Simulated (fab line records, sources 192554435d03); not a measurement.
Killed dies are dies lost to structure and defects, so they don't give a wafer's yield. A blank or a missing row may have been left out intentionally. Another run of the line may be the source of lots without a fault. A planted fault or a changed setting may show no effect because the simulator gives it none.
Matching of chambers | flow n5 finfet | N5_FIN_SAQP_ETCH_51 on rie diel-01 has 4 sister chambers
The step etches SiARC in CF4, target depth 45.5 nm, time 75.8 s. 4 wafers are shown with their chamber, then 7 later ones without.

WAFERS WITH THEIR CHAMBER
wafer  | chamber | drypump motor current A (A)
L084.1 | 2       | 6.4
L084.5 | 0       | 5.5
L089.2 | 3       | 5.3
L089.4 | 1       | 6.1

WAFERS WHOSE CHAMBER IS MISSING
wafer  | drypump motor current A (A)
L089.6 | 5.5
L092.1 | 5.5
L092.2 | 6.1
L092.4 | 5.3
L097.1 | 6.3
L097.4 | 5.3
L097.6 | 6.1

WHICH CHAMBER EACH WENT THROUGH
wafer  | from the rows above | in truth
L089.6 | 0                   | 0
L092.1 | 0                   | 0
L092.2 | 1                   | 1
L092.4 | 3                   | 3
L097.1 | 2                   | 2
L097.4 | 3                   | 3
L097.6 | 1                   | 1
Placed correctly: 7 of 7. Not placeable from these rows: 0. Number placed wrongly: 0.
How it was worked out, from the rows above alone: a wafer's distance from a chamber is the root of the sum, over the readings, of the square of ((its reading less the chamber's mean) divided by the reading's scatter). The wafer belongs to the nearest chamber; if the next one is less than 2 further off, it can't be placed. A chamber's mean is the mean of its shown wafers. The scatter: with one shown wafer a chamber, the root of the mean of the squares of how far each hidden wafer lies from its nearest shown one.
